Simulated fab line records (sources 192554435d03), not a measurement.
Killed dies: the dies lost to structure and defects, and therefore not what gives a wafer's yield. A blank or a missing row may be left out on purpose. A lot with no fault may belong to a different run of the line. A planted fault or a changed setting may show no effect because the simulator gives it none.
8D (eight disciplines) problem report, filled in by code ; flow n5_finfet ; the parts of the form that need people (team, actions taken, sign-off) are left out

== 1. THE ISSUE ==
cathode_dc_power_W at N5_BEOL_M12_SPUTTER_43 reads a mean of 13991 W on 6 wafers of 2 lots; wafers without a fault read 15000 W with a standard deviation of 2.8. So: -99 or more standard deviations from the usual mean.
The step: material TaN, target thk 15 nm, time 24.19 s.
The first sign was on wafer L817.2 at day 14 01:50, on pvd_sputter-02. The record has a number at this step for 38 wafers belonging to 13 lots. The rule behind "out" and "out of limits": a value lying over 4 standard deviations away from the usual mean. The other wafers with a number count as sound.

== 2. WHAT IT IS AND WHAT IT IS NOT ==
question;is;is not
which readings at this step;cathode_dc_power_W;throttle_valve_pct
which lots;L817, L819;L805, L806, L807, L809, L810, L811, L814, L815, L825, L826, L827
which wafers of those lots;all that have a number;-
read on which tools;pvd_sputter-02;pvd_sputter-01, pvd_sputter-03
when;from day 14 01:50;"up to then (23 sound wafers); but 9 sound wafers of L825, L826, L827 came after"

== 3. WHAT RULES OUT EACH SUSPECT ==
Counting: a tool at a process step up to the reading stays a suspect if it ran every lot that is out and no sound lot after the first of them.
- pvd_sputter-02 at N5_BEOL_M12_PRE_CLEAN_42 (time 30 s): kept. Every lot that is out went through it, starting with L817 (day 14 01:48), and after that it ran no sound lot; the last sound lot it ran before then is L814 (day 13 11:14).
- pvd_sputter-02 at N5_BEOL_M12_SPUTTER_43 (material TaN, target thk 15 nm, time 24.19 s): kept. Every lot that is out went through it, starting with L817 (day 14 01:50), and after that it ran no sound lot; the last sound lot it ran before then is L814 (day 13 11:17). Its own readings are out on those wafers: cathode_dc_power_W.
The count leaves pvd_sputter-02 at N5_BEOL_M12_SPUTTER_43 and pvd_sputter-02 at N5_BEOL_M12_PRE_CLEAN_42.

== 4. THE CAUSE (what the simulator had put in) ==
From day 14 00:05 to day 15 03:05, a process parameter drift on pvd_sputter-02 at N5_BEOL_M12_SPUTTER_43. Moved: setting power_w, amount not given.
This tool is one of the 2 suspects left after counting.

== 5. THE CHAIN OF EFFECTS, in route order ==
Rows list readings where the struck wafers' mean (over those with a number) sits beyond 3 standard deviations from the usual. Only readings whose record carries a usual standard deviation are examined. hours: median over the lots of the time between each lot's start at the first step of this table that gives one and its start at this step. sigmas: the change, counted in usual standard deviations.
hours;step;reading;usual;on struck wafers;change;sigmas
0;N5_BEOL_M12_SPUTTER_43;cathode_dc_power_W;15000 W;13991;-1009;-99 or more
Here are the process steps it includes:
- N5_BEOL_M12_SPUTTER_43: material TaN, target thk 15 nm, time 24.19 s.
Later measuring or inspecting steps at which every struck wafer that the step has a row for has a number for every such reading, and none has moved that far: N5_BEOL_M12_THK_MEAS_50, N5_BEOL_M12_INSPECT_55.

== 6. HOW IT WOULD HAVE BEEN CAUGHT EARLIER ==
In this record no reading fell out of limits until day 14 01:50, 2 hours after the fault had begun at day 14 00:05.
